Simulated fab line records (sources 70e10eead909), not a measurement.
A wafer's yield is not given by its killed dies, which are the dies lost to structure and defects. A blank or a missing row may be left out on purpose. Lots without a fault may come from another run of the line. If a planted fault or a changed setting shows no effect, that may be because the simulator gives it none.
Chamber matching    flow nandHarc    rieDiel-12 running NHARC_P_ZERO_WELL_DESCUM_54: 4 sister chambers
The step chemistry O2, time 3 s. 20 wafers are shown with their chamber, then 10 later ones without.

## WAFERS WITH THEIR CHAMBER
wafer   chamber  drypumpMotorCurrentA (A)  showerheadPlenumPTorr (Torr)  oesProductAu (a.u.)
L074.2  1        6.1                       1.90                          1.017
L074.3  2        5.8                       1.91                          0.998
L074.4  3        5.4                       1.92                          0.991
L076.1  0        6.7                       1.83                          1.025
L076.5  3        5.3                       1.92                          0.983
L076.6  2        5.9                       1.91                          0.994
L080.3  1        6.2                       1.89                          1.004
L080.4  2        5.8                       1.91                          0.990
L080.6  2        5.9                       1.91                          0.989
L082.1  0        6.7                       1.82                          1.004
L082.4  1        6.1                       1.89                          1.005
L082.5  2        5.8                       1.91                          1.009
L085.1  3        5.4                       1.91                          1.000
L085.4  1        6.2                       1.89                          1.012
L085.5  3        5.4                       1.91                          0.994
L088.1  1        6.1                       1.89                          1.017
L088.3  3        5.3                       1.91                          1.007
L088.4  2        5.9                       1.90                          1.015
L090.1  1        6.2                       1.89                          1.008
L090.3  3        5.3                       1.90                          0.986

SIGNATURES (averages over the wafers above)
reading                chamber 0  chamber 1  chamber 2  chamber 3  scatter within a chamber
drypumpMotorCurrentA   6.700      6.150      5.850      5.350      0.053
showerheadPlenumPTorr  1.8250     1.8917     1.9083     1.9117     0.00559
oesProductAu           1.01450    1.01050    0.99917    0.99350    0.00917
Rule: a wafer's distance from a chamber is the root of the sum, over the readings, of the square of ((its reading less the chamber's mean) divided by the reading's scatter). The wafer belongs to the nearest chamber; if the next one is less than 2 further off, it can't be placed. The scatter: the root of (the sum of the squares of (reading less its chamber's mean) over the shown wafers, divided by (wafers less chambers)).

## WAFERS WITHOUT THEIR CHAMBER
wafer   drypumpMotorCurrentA (A)  showerheadPlenumPTorr (Torr)  oesProductAu (a.u.)
L090.4  5.8                       1.90                          1.014
L091.1  5.4                       1.90                          0.981
L091.3  6.2                       1.88                          1.004
L091.5  6.7                       1.81                          0.998
L092.1  6.2                       1.88                          1.005
L092.2  5.8                       1.90                          1.002
L092.4  5.4                       1.90                          0.994
L096.1  6.7                       1.81                          0.997
L096.2  5.4                       1.90                          0.982
L096.3  6.2                       1.88                          1.003

## WHICH CHAMBER EACH WENT THROUGH
wafer   from the rows above  in truth
L090.4  2                    2
L091.1  3                    3
L091.3  1                    1
L091.5  0                    0
L092.1  1                    1
L092.2  2                    2
L092.4  3                    3
L096.1  0                    0
L096.2  3                    3
L096.3  1                    1
10 of 10 placed correctly. From these rows, 0 cannot be placed. Number placed wrongly: 0.
